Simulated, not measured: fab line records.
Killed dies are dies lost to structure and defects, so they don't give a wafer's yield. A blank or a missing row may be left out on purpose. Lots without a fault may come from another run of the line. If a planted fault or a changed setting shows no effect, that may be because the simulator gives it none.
fab line records | flow nand-harc
[record] lots = 5 wafers = 15 last-day = 30
route steps=1302 shown A_CHANNEL_HOLE_D2@579 END@1302
lots that met no fault: taken from a fault-free run of the same line
start-h: hours from the record's opening day to when the first of the lot's shown wafers began | wait-h: how many hours have passed since the lot's step before this one | " unchanged from the row above | L1.1+2: a row that stands for several wafers | - no value, or no start was given | * or withheld: withheld | < > ~ a bound
route shown NAME@n: names a module that has steps shown in the file, with the first one's number in the route | usual: mean and standard deviation over wafers with no fault | same: alike in all rows | chamber/n: place in a boat | sites: readings site by site | _std_site: their standard deviation | _edge_site: the outer-site mean with the inner-site mean subtracted | radius-mm: for every site, how far away it sits from the centre of the wafer | mask NAME#n: copy n | behind: the tool/chamber that last shaped the wafer | hold: what put the lot on hold/how long, in hours/how the hold closed | device: which transistor (n, p or np) failed to switch | end of line: the route-end tests of the same wafers | a step without rows: its recipe alone | killed: dies that structure and defects cost at the first sort, which is not the same as the wafer's yield | map: per-die view of a wafer (x killed, . not killed, _ where there is no die)
set.NAME: the run value of the setting; set.NAME@STEP: its run value at that earlier step | model.NAME: the simulator's own value behind a step, which no gauge read
certain route steps with their lots: each step a table, each wafer a row
services: from which hour (start-h, from the record's first day; less than 0 if before it) a tool's chamber was out of use, for how many hours, and why
[[steps]]
[step NHARC_A_CHANNEL_HOLE_D2_EXPOSE_07]
[recipe] na = 1.35 target-cd-nm = 100 sigma-outer = 0.3 dose-mj = 59.65 mask-id = HOLE_D2
[step NHARC_A_CHANNEL_HOLE_D2_PEB_08]
[recipe] peb-temp-c = 100 peb-time-s = 65
[step NHARC_A_CHANNEL_HOLE_D2_DEVELOP_09]
[recipe] develop-time-s = 35 dev-temp-c = 23
[step NHARC_A_CHANNEL_HOLE_D2_DESCUM_15]
[recipe] time-s = 3 o2-flow-sccm = 200 ar-flow-sccm = 0 bias-power-w = 0 chemistry = O2
[step NHARC_A_CHANNEL_HOLE_D2_ETCH_38]
[recipe] target-depth-a = 390 over-etch-frac = 0.3 time-s = 65 ion-energy-ev = 80 cf4-flow-sccm = 150 ar-flow-sccm = 0 rf-w = 300 bias-w = 100 chemistry = CF4
[step NHARC_A_CHANNEL_HOLE_D2_ETCH_39]
[recipe] target-depth-a = 2600 over-etch-frac = 0.3 time-s = 325 ion-energy-ev = 200 n2-flow-sccm = 150 h2-flow-sccm = 150 ar-flow-sccm = 0 rf-w = 400 bias-w = 150 chemistry = N2/H2
[step NHARC_A_CHANNEL_HOLE_D2_ETCH_34]
[recipe] target-depth-a = 1540 time-s = 77 cf4-flow-sccm = 100 chf3-flow-sccm = 30 ar-flow-sccm = 0 rf-w = 500 bias-w = 200 chemistry = CF4/CHF3
[step NHARC_A_CHANNEL_HOLE_D2_ETCH_16]
[recipe] target-depth-a = 31000 over-etch-frac = 0.3 time-s = 806 ion-energy-ev = 150 o2-flow-sccm = 400 cos-flow-sccm = 20 ar-flow-sccm = 0 rf-w = 500 bias-w = 300 chemistry = O2/COS
[step NHARC_A_CHANNEL_HOLE_D2_ETCH_19]
[recipe] bias-v = 1200 source-w = 2500 pressure-mtorr = 15 time-s = 34.5 ar-flow-sccm = 375 c4f8-flow-sccm = 28.8 o2-flow-sccm = 96.2 temp-c = -20 target-depth-a = * chemistry = C4F8/O2/Ar
[usual] bias-v = 1200/12 c4f8-flow-sccm = 28.80/0.091 drypump-motor-current-A = 5.5/0.49 showerhead-plenum-p-Torr = 3.69/0.14 throttle-valve-pct = 37.038/0.0097
// columns lot.wafer tool chamber start-h wait-h bias-v c4f8-flow-sccm drypump-motor-current-A rf-hours-counter-h showerhead-plenum-p-Torr throttle-valve-pct
L692.3 har-etch-01 0 359.73 0.1 1209 28.80 6.0 - 3.72 37.032
L692.4 " 1 " " 1218 28.85 5.9 - 3.60 37.023
L692.6 " 0 " " 1214 28.83 6.0 - 3.72 37.028
L700.3 har-etch-01 1 429.81 0.1 - - - - - -
L700.5 " 1 " " - - - - - -
L700.6 " 0 " " - - - - - -
L701.2 har-etch-02 1 429.96 0.1 - - - - - -
L701.3 " 0 " " - - - - - -
L701.4 " 1 " " - - - - - -
L699.1 har-etch-01 1 433.97 2.3 - - - - - -
L699.4 " 1 " " - - - - - -
L699.6 " 1 " " - - - - - -
L702.1 har-etch-02 1 450.18 0.1 1177 28.92 4.9 30 3.97 37.022
L702.4 " 0 " " 1209 28.90 5.0 - 3.74 37.037
L702.5 " 1 " " 1195 28.92 4.9 - 3.97 37.051
[step NHARC_A_CHANNEL_HOLE_D2_ETCH_20]
[recipe] bias-v = 3000 source-w = withheld pressure-mtorr = 20 time-s = 361.9 ar-flow-sccm = 375 c4f8-flow-sccm = 89.3 o2-flow-sccm = 35.7 temp-c = -20 target-depth-a = 16000 chemistry = C4F8/O2/Ar
[step NHARC_END_SORT_01]
[recipe] temp-c = 25
[usual] killed-at-array = 62/22 killed-at-other = 1.0/1.4 killed-at-periphery = 4.2/2.8 killed-dies = 67/23 killed-open = 3.1/1.7 killed-short = 2.1/1.5
[same] gross-dies = 677
// columns lot.wafer tool chamber start-h wait-h killed-at-array killed-at-other killed-at-periphery killed-dies killed-open killed-short
L699.1 prober-02 0 706.44 2.5 668 0 9 677 7 0
L699.4 prober-02 0 708.84 3.4 671 0 6 677 2 3
L699.6 prober-02 0 710.45 4.0 672 1 4 677 4 2
L700.3 prober-01 0 708.03 3.1 673 0 4 677 3 2
L700.5 prober-01 0 709.63 3.7 675 0 2 677 4 1
L700.6 prober-01 0 710.43 4.0 672 1 4 677 9 0
L701.2 prober-01 0 715.04 2.8 668 1 8 677 2 3
L701.3 prober-01 0 715.83 3.1 674 1 2 677 3 3
L701.4 prober-01 0 716.63 3.4 675 0 2 677 4 3
L702.1 prober-02 0 717.66 2.5 48 3 9 60 6 1
L702.4 prober-02 0 720.03 3.4 47 0 10 57 1 2
L702.5 prober-02 0 720.81 3.7 44 2 9 55 1 2
// killed by level:class
L699.1 A_CHANNEL_HOLE_D2:area-etch=586 A_CHANNEL_HOLE_D1:chamber-film-flake=34 A_CHANNEL_HOLE_D2:chamber-film-flake=24 A_CONTACT:chamber-film-flake=5 A_SGD_CUT:chamber-film-flake=4 A_CHANNEL_FILL_D2:chamber-film-flake=4 P_STI:chamber-film-flake=3 P_GATE:chamber-film-flake=3
L700.3 A_CHANNEL_HOLE_D2:area-etch=616 A_CHANNEL_HOLE_D2:chamber-film-flake=32 A_CHANNEL_HOLE_D1:chamber-film-flake=13 P_BONDPAD:chamber-film-flake=3 A_CONTACT:chamber-film-flake=3 A_DECK1_JOINT:geometric-particle:open=2 A_SLIT:chamber-film-flake=2 A_WL_FILL:chamber-film-flake=2
L699.4 A_CHANNEL_HOLE_D2:area-etch=607 A_CHANNEL_HOLE_D1:chamber-film-flake=27 A_CHANNEL_HOLE_D2:chamber-film-flake=18 A_SLIT:chamber-film-flake=5 P_GATE:chamber-film-flake=4 A_SGD_CUT:chamber-film-flake=4 A_CONTACT:chamber-film-flake=2 P_M0:geometric-particle:open=1
L700.5 A_CHANNEL_HOLE_D2:area-etch=616 A_CHANNEL_HOLE_D2:chamber-film-flake=34 A_CHANNEL_HOLE_D1:chamber-film-flake=10 A_CONTACT:chamber-film-flake=5 A_STAIRCASE:chamber-film-flake=2 A_WL_FILL:chamber-film-flake=2 P_CONTACT:geometric-particle:open=1 A_CHANNEL_HOLE_D1:geometric-particle:short=1
L700.6 A_CHANNEL_HOLE_D2:area-etch=620 A_CHANNEL_HOLE_D2:chamber-film-flake=30 A_CHANNEL_HOLE_D1:chamber-film-flake=8 A_CONTACT:chamber-film-flake=4 P_CONTACT:geometric-particle:open=2 A_CONTACT:geometric-particle:open=2 A_WL_FILL:chamber-film-flake=2 P_GATE:geometric-particle:open=1
L699.6 A_CHANNEL_HOLE_D2:area-etch=598 A_CHANNEL_HOLE_D1:chamber-film-flake=33 A_CHANNEL_HOLE_D2:chamber-film-flake=24 P_STI:chamber-film-flake=3 A_CHANNEL_FILL_D2:chamber-film-flake=3 A_SGD_CUT:chamber-film-flake=3 A_CONTACT:chamber-film-flake=2 P_GATE:geometric-particle:open=1
L701.2 A_CHANNEL_HOLE_D2:area-etch=600 A_SLIT:chamber-film-flake=31 A_CHANNEL_HOLE_D1:chamber-film-flake=25 A_CONTACT:chamber-film-flake=6 P_BONDPAD:chamber-film-flake=4 P_GATE:geometric-particle:short=1 P_CONTACT:geometric-particle:open=1 P_M0:geometric-particle:open=1
L701.3 A_CHANNEL_HOLE_D2:area-etch=602 A_CHANNEL_HOLE_D1:chamber-film-flake=28 A_SLIT:chamber-film-flake=28 A_CONTACT:chamber-film-flake=7 A_CHANNEL_FILL_D1:geometric-particle:short=2 A_DECK1_JOINT:chamber-film-flake=2 A_WL_FILL:chamber-film-flake=2 P_GATE:geometric-particle:open=1
L701.4 A_CHANNEL_HOLE_D2:area-etch=593 A_SLIT:chamber-film-flake=38 A_CHANNEL_HOLE_D1:chamber-film-flake=30 A_STAIRCASE:chamber-film-flake=3 A_CONTACT:chamber-film-flake=3 A_M0:geometric-particle:open=2 P_BONDPAD:chamber-film-flake=2 A_ONON_D1:geometric-particle:short=1
L702.1 A_CHANNEL_HOLE_D1:chamber-film-flake=28 P_CONTACT:chamber-film-flake=5 P_GATE:chamber-film-flake=4 A_CONTACT:chamber-film-flake=4 A_STAIRCASE:chamber-film-flake=3 A_SLIT:chamber-film-flake=3 THIN_TSV:chamber-film-flake=3 A_CHANNEL_FILL_D1:geometric-particle:open=1
L702.4 A_CHANNEL_HOLE_D1:chamber-film-flake=32 A_CONTACT:chamber-film-flake=7 P_CONTACT:chamber-film-flake=6 P_GATE:chamber-film-flake=3 A_STAIRCASE:chamber-film-flake=2 P_CONTACT:geometric-particle:open=1 A_SGD_CUT:geometric-particle:short=1 A_WL_FILL:geometric-particle:short=1
L702.5 A_CHANNEL_HOLE_D1:chamber-film-flake=25 A_CONTACT:chamber-film-flake=10 P_GATE:chamber-film-flake=4 A_SLIT:chamber-film-flake=3 P_STI:chamber-film-flake=2 THIN_TSV:chamber-film-flake=2 P_CONTACT:chamber-film-flake=2 A_WL_FILL:chamber-film-flake=2
// map L699.1 (x killed, . not)
____________x____________
_________xxxxxxx_________
_______xxxxxxxxxxx_______
______xxxxxxxxxxxxx______
_____xxxxxxxxxxxxxxx_____
____xxxxxxxxxxxxxxxxx____
____xxxxxxxxxxxxxxxxx____
___xxxxxxxxxxxxxxxxxxx___
___xxxxxxxxxxxxxxxxxxx___
__xxxxxxxxxxxxxxxxxxxxx__
__xxxxxxxxxxxxxxxxxxxxx__
_xxxxxxxxxxxxxxxxxxxxxxx_
_xxxxxxxxxxxxxxxxxxxxxxx_
_xxxxxxxxxxxxxxxxxxxxxxx_
_xxxxxxxxxxxxxxxxxxxxxxx_
_xxxxxxxxxxxxxxxxxxxxxxx_
xxxxxxxxxxxxxxxxxxxxxxxxx
xxxxxxxxxxxxxxxxxxxxxxxxx
xxxxxxxxxxxxxxxxxxxxxxxxx
xxxxxxxxxxxxxxxxxxxxxxxxx
xxxxxxxxxxxxxxxxxxxxxxxxx
_xxxxxxxxxxxxxxxxxxxxxxx_
_xxxxxxxxxxxxxxxxxxxxxxx_
_xxxxxxxxxxxxxxxxxxxxxxx_
_xxxxxxxxxxxxxxxxxxxxxxx_
_xxxxxxxxxxxxxxxxxxxxxxx_
__xxxxxxxxxxxxxxxxxxxxx__
__xxxxxxxxxxxxxxxxxxxxx__
___xxxxxxxxxxxxxxxxxxx___
___xxxxxxxxxxxxxxxxxxx___
____xxxxxxxxxxxxxxxxx____
____xxxxxxxxxxxxxxxxx____
_____xxxxxxxxxxxxxxx_____
______xxxxxxxxxxxxx______
_______xxxxxxxxxxx_______
_________xxxxxxx_________
____________x____________
// map L700.3 (x killed, . not)
____________x____________
_________xxxxxxx_________
_______xxxxxxxxxxx_______
______xxxxxxxxxxxxx______
_____xxxxxxxxxxxxxxx_____
____xxxxxxxxxxxxxxxxx____
____xxxxxxxxxxxxxxxxx____
___xxxxxxxxxxxxxxxxxxx___
___xxxxxxxxxxxxxxxxxxx___
__xxxxxxxxxxxxxxxxxxxxx__
__xxxxxxxxxxxxxxxxxxxxx__
_xxxxxxxxxxxxxxxxxxxxxxx_
_xxxxxxxxxxxxxxxxxxxxxxx_
_xxxxxxxxxxxxxxxxxxxxxxx_
_xxxxxxxxxxxxxxxxxxxxxxx_
_xxxxxxxxxxxxxxxxxxxxxxx_
xxxxxxxxxxxxxxxxxxxxxxxxx
xxxxxxxxxxxxxxxxxxxxxxxxx
xxxxxxxxxxxxxxxxxxxxxxxxx
xxxxxxxxxxxxxxxxxxxxxxxxx
xxxxxxxxxxxxxxxxxxxxxxxxx
_xxxxxxxxxxxxxxxxxxxxxxx_
_xxxxxxxxxxxxxxxxxxxxxxx_
_xxxxxxxxxxxxxxxxxxxxxxx_
_xxxxxxxxxxxxxxxxxxxxxxx_
_xxxxxxxxxxxxxxxxxxxxxxx_
__xxxxxxxxxxxxxxxxxxxxx__
__xxxxxxxxxxxxxxxxxxxxx__
___xxxxxxxxxxxxxxxxxxx___
___xxxxxxxxxxxxxxxxxxx___
____xxxxxxxxxxxxxxxxx____
____xxxxxxxxxxxxxxxxx____
_____xxxxxxxxxxxxxxx_____
______xxxxxxxxxxxxx______
_______xxxxxxxxxxx_______
_________xxxxxxx_________
____________x____________
[[services]]
// columns tool chamber start-h hours kind
har-etch-02 - 380.54 17.0 pm
har-etch-02 0 380.54 17.0 vent-cycle
har-etch-02 1 380.54 17.0 vent-cycle
har-etch-02 0 397.54 - clean
har-etch-02 0 397.54 - consumable-replace:focus-ring
har-etch-02 1 397.54 - clean
har-etch-02 1 397.54 - consumable-replace:esc
har-etch-02 1 397.54 - consumable-replace:focus-ring
har-etch-02 1 397.54 - consumable-replace:showerhead
[[key]]
[first-sign] step = NHARC_A_CHANNEL_HOLE_D2_ETCH_19 reading = tool-record direction = missing
[effect] step = NHARC_END_SORT_01 reading = killed-at-array direction = up sigmas = 27 usual = 62 struck = 672
[more-kills-born-at] NHARC_A_CHANNEL_HOLE_D2_ETCH_19@har-etch-01 = 3643 NHARC_A_CHANNEL_HOLE_D2_ETCH_19@har-etch-02 = 1795
met-at NHARC_A_CHANNEL_HOLE_D2_ETCH_19
struck-wafers L699.1,L699.4,L699.6,L700.3,L700.5,L700.6,L701.2,L701.3,L701.4
later-rows-left-out L699.1,L699.4,L699.6,L700.3,L700.5,L700.6,L701.2,L701.3,L701.4
tester-left-out L699,L700,L701
onset-between 359.73 429.81
[fault] kind = skipped-step-whole tool = har-etch-01,har-etch-02 chamber = - onset-h = 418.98 steps = NHARC_A_CHANNEL_HOLE_D2_ETCH_19 scope = struck-lots-only
// tester-left-out: of these lots the tester's yield and bins aren't shown, on N5 and GAA mostly nor the transistor test; their killed dies are dies lost to structure and defects alone, not to doping, threshold or leakage, so they don't give the yield
// later-rows-left-out: the simulator's readings of these wafers behind a module that went badly wrong aren't trusted and aren't shown, but for the sort
